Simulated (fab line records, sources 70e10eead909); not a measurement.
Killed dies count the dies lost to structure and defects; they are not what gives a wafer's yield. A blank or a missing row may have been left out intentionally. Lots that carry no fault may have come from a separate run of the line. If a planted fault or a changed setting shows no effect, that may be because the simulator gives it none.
2 desks, one fault -- flow nand-harc -- each desk has only its own numbers; what lay behind them comes last

AT THE TOOL OWNER'S DESK: pecvd-onon-02
The tool's own readings at NHARC_A_ONON_D1_DEP_19 (target thk 1000 nm): means of the sampled wafers that have a number, for each lot that ran on this tool. If a lot's mean is further than 4 standard deviations from the usual mean, the lot is out of limits and carries the mark OUT (the distance appears in the brackets).
Columns: A = susceptor-temp-C at NHARC_A_ONON_D1_DEP_19, usual 400.01 C
lot,first seen here,A
L875,day 10 16:10,399.87
L877,day 11 01:42,400.22
L881,day 12 18:07,399.89
L882,day 13 08:29,399.63
L888,day 15 13:58,399.91
L891,day 16 19:25,400.06
Result from this desk: across the 6 lots, nothing is out of limits.

METROLOGY DESK
What the gauges read, lot by lot, whatever tool the lot ran on: means of the sampled wafers that have a number. If a lot's mean is further than 4 standard deviations from the usual mean, the lot is out of limits and carries the mark OUT (the distance appears in the brackets).
Columns: A = thk-nm at NHARC_A_ONON_D1_THK_MEAS_05, usual 1002 nm; B = thk-nm at NHARC_A_ONON_D1_THK_MEAS_08, usual 1001 nm; C = thk-nm at NHARC_A_ONON_D1_THK_MEAS_21, usual 1001 nm
lot,first seen here,A,B,C
L871,day 8 08:16,1002,1016,1006
L872,day 8 17:22,985,992,1009
L873,day 9 01:24,1008,984,1007
L875,day 10 06:13,1002,988,1006
L877,day 10 15:55,994,998,999
L878,day 11 10:23,1009,1010,971
L881,day 12 08:16,1003,1011,570 (-33) OUT
L882,day 12 18:52,1003,986,596 (-31) OUT
L888,day 15 04:28,999,988,1010
L889,day 15 18:32,990,993,982
L891,day 16 09:53,986,1007,1012
L890,day 16 13:42,1009,1001,984
L893,day 17 15:32,1002,1011,986
Finding of this desk: L881, L882 out of limits; the first was L881 at day 12 18:34, on thk-nm at NHARC_A_ONON_D1_THK_MEAS_21. L871, L872, L873, L875, L877, L878, L888, L889, L891, L890, L893: within limits.

PUT TOGETHER
The metrology desk could have raised an alarm at day 12 18:34, on L881, L882.
The tool owner's desk saw nothing out of limits.
On record at the tool owner's desk: L881, L882, within its limits.
All the named lots went through NHARC_A_ONON_D1_DEP_19 on pecvd-onon-02.

WHAT THE SIMULATOR HAD INSERTED
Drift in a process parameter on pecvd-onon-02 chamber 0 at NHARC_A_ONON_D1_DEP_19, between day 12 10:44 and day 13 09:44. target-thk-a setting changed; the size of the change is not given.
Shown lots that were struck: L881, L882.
Hours from the fault's start to each desk's first reading out of limits: the metrology desk, 8.
